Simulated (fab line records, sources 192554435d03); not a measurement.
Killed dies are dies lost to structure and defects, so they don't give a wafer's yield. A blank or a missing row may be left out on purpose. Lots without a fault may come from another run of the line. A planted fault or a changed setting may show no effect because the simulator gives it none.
Which tool did it? | flow n5_finfet | 9 lots, 27 wafers sampled, at 6 steps of a route of 1938

WHAT THE GAUGES READ, wafer by wafer
N5_HKMG_FIN_CD_MEAS_49: target cd 202 nm. Usual: cd_nm 202.5 nm, standard deviation 0.95.
lot  | measured    | on        | cd_nm (nm)        | flag
L605 | day 4 11:51 | cd_sem-01 | 204.1 203.4 203.1 |
L612 | day 6 11:37 | cd_sem-02 | 201.7 202.8 202.2 |
L614 | day 6 20:04 | cd_sem-02 | 203.7 202.6 202.5 |
L616 | day 7 04:56 | cd_sem-01 | 200.8 200.9 201.3 |
L617 | day 7 12:00 | cd_sem-02 | 202.4 202.4 202.3 |
L623 | day 9 00:56 | cd_sem-01 | 202.4 204.3 203.0 |
L624 | day 9 05:46 | cd_sem-01 | 202.7 203.5 203.9 |
L625 | day 9 15:28 | cd_sem-02 | 201.6 201.2 203.1 |
L626 | day 9 21:31 | cd_sem-03 | 201.5 201.7 202.6 |

N5_HKMG_FIN_THK_MEAS_70: measures by xrf. Usual: HK_THK 1.585 nm, standard deviation 0.02.
lot  | measured     | on            | HK_THK (nm)       | flag
L605 | day 4 14:44  | film_metro-02 | 1.577 1.607 1.622 |
L612 | day 6 14:10  | film_metro-02 | 1.549 1.577 1.562 |
L614 | day 6 22:40  | film_metro-01 | 1.558 1.582 1.577 |
L616 | day 7 07:25  | film_metro-01 | 1.585 1.588 1.575 |
L617 | day 7 14:37  | film_metro-01 | 1.595 1.588 1.572 |
L623 | day 9 03:28  | film_metro-01 | 1.609 1.599 1.607 |
L624 | day 9 08:18  | film_metro-02 | 1.617 1.570 1.562 |
L625 | day 9 17:57  | film_metro-02 | 1.528 1.590 1.587 |
L626 | day 10 00:01 | film_metro-02 | 1.613 1.580 1.608 |

N5_HKMG_FIN_OVL_MEAS_13. Usual: NWFM_OVL 0.1 nm, standard deviation 0.96.
lot  | measured     | on         | NWFM_OVL (nm)  | flag
L605 | day 4 15:38  | overlay-02 | -0.5 0.2 0.6   |
L612 | day 6 15:04  | overlay-01 | -0.1 0.4 -0.8  |
L614 | day 6 23:26  | overlay-02 | -1.2 0.0 0.0   |
L616 | day 7 08:20  | overlay-01 | -0.5 -0.8 -1.5 |
L617 | day 7 15:32  | overlay-02 | -0.3 -1.0 0.7  |
L623 | day 9 04:16  | overlay-02 | 18.2 18.1 18.6 | OFF
L624 | day 9 09:13  | overlay-01 | 0.6 1.8 -0.4   |
L625 | day 9 18:44  | overlay-01 | -0.1 0.2 0.6   |
L626 | day 10 00:55 | overlay-01 | -0.7 -1.2 -0.2 |

N5_BEOL_M4_RC_MEAS_101. Usual: DIBL_N 37.3 mV/V, standard deviation 2.3; DIBL_P 37.4 mV/V, standard deviation 2.9; IOFF_N 0.18 nA/um, standard deviation 0.045; IOFF_P 0.25 nA/um, standard deviation 0.054; ION_N 679 uA/um, standard deviation 15; ION_P 468 uA/um, standard deviation 9.7; SS_N 71.8 mV/dec, standard deviation 0.62; SS_P 73.6 mV/dec, standard deviation 0.76; VT_N 248 mV, standard deviation 4.1; VT_P -248 mV, standard deviation 3.6.
lot  | measured     | on        | DIBL_N (mV/V)  | DIBL_P (mV/V)  | IOFF_N (nA/um) | IOFF_P (nA/um) | ION_N (uA/um) | ION_P (uA/um) | SS_N (mV/dec)  | SS_P (mV/dec)  | VT_N (mV)   | VT_P (mV)      | flag
L605 | day 8 21:56  | prober-02 | 33.6 32.9 37.0 | 32.9 33.4 36.0 | 0.12 0.12 0.18 | 0.20 0.20 0.24 | 655 667 675   | 456 469 464   | 71.0 70.7 71.3 | 73.3 72.9 73.5 | 252 255 247 | -247 -248 -249 |
L612 | day 10 02:01 | prober-02 | 39.1 38.3 41.6 | 39.9 37.7 44.0 | 0.21 0.19 0.27 | 0.28 0.24 0.34 | 685 680 706   | 467 461 480   | 71.8 71.5 73.0 | 74.1 72.9 75.6 | 245 248 244 | -247 -249 -245 |
L614 | day 10 20:28 | prober-02 | 38.0 37.5 39.2 | 39.3 38.2 40.2 | 0.22 0.17 0.25 | 0.24 0.21 0.26 | 696 675 702   | 471 455 467   | 71.9 72.6 71.9 | 73.7 73.8 73.8 | 245 248 242 | -251 -253 -247 |
L616 | day 11 20:29 | prober-02 | 39.9 33.8 36.5 | 41.6 33.4 36.2 | 0.25 0.12 0.15 | 0.33 0.18 0.22 | 703 675 658   | 481 470 465   | 71.6 71.2 71.5 | 73.8 72.9 73.8 | 245 252 253 | -243 -251 -247 |
L617 | day 11 02:22 | prober-01 | 38.6 37.7 35.2 | 39.5 38.2 35.6 | 0.19 0.17 0.12 | 0.26 0.25 0.21 | 668 683 647   | 457 469 448   | 72.1 72.4 72.0 | 74.2 73.5 74.0 | 248 248 253 | -251 -251 -252 |
L623 | day 13 04:02 | prober-01 | 38.4 36.2 38.8 | 38.8 35.8 39.9 | 0.19 0.15 0.20 | 0.27 0.22 0.29 | 677 662 677   | 475 462 469   | 71.7 71.6 72.2 | 73.7 72.5 73.6 | 246 252 248 | -244 -245 -245 |
L624 | day 13 07:53 | prober-02 | 40.7 35.8 39.5 | 41.8 35.6 41.2 | 0.23 0.14 0.22 | 0.30 0.20 0.28 | 679 662 677   | 467 462 464   | 72.8 71.7 73.2 | 73.9 73.1 74.6 | 244 252 246 | -248 -252 -249 |
L625 | day 13 12:40 | prober-01 | 38.2 38.9 34.8 | 37.6 41.0 34.9 | 0.17 0.22 0.12 | 0.22 0.31 0.19 | 663 688 654   | 455 470 460   | 72.4 72.6 71.5 | 73.6 74.6 73.9 | 254 244 257 | -252 -246 -251 |
L626 | day 13 13:46 | prober-02 | 38.2 37.2 34.7 | 36.8 36.0 33.0 | 0.19 0.18 0.13 | 0.30 0.26 0.21 | 680 681 675   | 476 468 472   | 71.5 71.3 71.0 | 73.7 73.0 72.6 | 246 246 251 | -242 -246 -248 |

WHICH TOOL RAN EACH LOT (tool, then ch and the chambers of the sampled wafers, then the start)
lot  | N5_HKMG_FIN_EXPOSE_09              | N5_HKMG_FIN_STRIP_19
L605 | arfi_scanner-03 ch 0, day 4 15:29  | plasma_asher-01 ch 0,1, day 4 16:29
L612 | arfi_scanner-02 ch 0, day 6 14:55  | plasma_asher-01 ch 0,1, day 6 15:43
L614 | arfi_scanner-02 ch 0, day 6 23:17  | plasma_asher-02 ch 0,1, day 7 00:12
L616 | arfi_scanner-02 ch 0, day 7 08:10  | plasma_asher-01 ch 0,1, day 7 09:38
L617 | arfi_scanner-03 ch 0, day 7 15:23  | plasma_asher-01 ch 0,1, day 7 16:18
L623 | arfi_scanner-02 ch 0, day 9 04:07  | plasma_asher-02 ch 0,1, day 9 05:09
L624 | arfi_scanner-03 ch 0, day 9 09:04  | plasma_asher-02 ch 0,1, day 9 09:52
L625 | arfi_scanner-03 ch 0, day 9 18:35  | plasma_asher-01 ch 0,1, day 9 19:23
L626 | arfi_scanner-01 ch 0, day 10 00:47 | plasma_asher-02 ch 0,1, day 10 02:17
- N5_HKMG_FIN_EXPOSE_09: exposes mask NWFM.
- N5_HKMG_FIN_STRIP_19: strips in N2/H2, time 360 s.

WHAT THE TOOLS THEMSELVES READ (means of the sampled wafers that have a number; where no wafer has one, the mark that the record gives instead)
N5_HKMG_FIN_EXPOSE_09. Usual: exposure_dose_mJ_cm2 39.22, standard deviation 0.038; focus_offset_nm 0.0 nm, standard deviation 0.53; stage_vel_mm_s 500.01 mm/s, standard deviation 0.26.
lot  | tool            | exposure_dose_mJ_cm2 | focus_offset_nm (nm) | stage_vel_mm_s (mm/s) | flag
L605 | arfi_scanner-03 | 39.19                | -0.2                 | 500.17                |
L612 | arfi_scanner-02 | 39.26                | 0.4                  | 500.51                |
L614 | arfi_scanner-02 | 39.21                | -0.4                 | 500.43                |
L616 | arfi_scanner-02 | 39.20                | -0.4                 | 500.11                |
L617 | arfi_scanner-03 | 39.26                | 0.3                  | 500.22                |
L623 | arfi_scanner-02 | 39.20                | -0.6                 | 499.79                |
L624 | arfi_scanner-03 | 39.21                | 0.1                  | 499.67                |
L625 | arfi_scanner-03 | 39.25                | -0.5                 | 500.26                |
L626 | arfi_scanner-01 | 39.23                | -0.0                 | 499.76                |

N5_HKMG_FIN_STRIP_19. Usual: drypump_motor_current_A 5.8 A, standard deviation 0.45; heater_power_w 464 W, standard deviation 13.
lot  | tool            | drypump_motor_current_A (A) | heater_power_w (W) | flag
L605 | plasma_asher-01 | 5.3                         | 481                |
L612 | plasma_asher-01 | 5.3                         | 466                |
L614 | plasma_asher-02 | 5.9                         | 461                |
L616 | plasma_asher-01 | 5.3                         | 471                |
L617 | plasma_asher-01 | 5.3                         | 469                |
L623 | plasma_asher-02 | 6.2                         | 461                |
L624 | plasma_asher-02 | 6.0                         | 460                |
L625 | plasma_asher-01 | 5.4                         | 461                |
L626 | plasma_asher-02 | 5.9                         | 464                |

THE ANSWER, worked out from the rows above alone
Rule: a lot is off if the mean of its wafers that have a number lies more than 3 standard deviations from the usual mean. A lot without any number at a reading at which 4 lots or more have one is off too. The other lots that the step has rows for count as sound. The gauges are gone through in route order, then the tools' own readings, and for those a lot's mean is taken as printed above. The first step at which some lot is off is used, and at that step the reading that is off furthest; a lot without a number counts as furthest.
Off: L623, at N5_HKMG_FIN_OVL_MEAS_13 (NWFM_OVL).
A tool fits if, at a process step before that reading, it ran every lot that is off, and no sound lot after the first of them. The gauges at N5_HKMG_FIN_OVL_MEAS_13 are tried like those tools. Can't be told from this: 2 tools fit, arfi_scanner-02 at N5_HKMG_FIN_EXPOSE_09, overlay-02 at N5_HKMG_FIN_OVL_MEAS_13.

WHAT THE SIMULATOR HAD PUT IN
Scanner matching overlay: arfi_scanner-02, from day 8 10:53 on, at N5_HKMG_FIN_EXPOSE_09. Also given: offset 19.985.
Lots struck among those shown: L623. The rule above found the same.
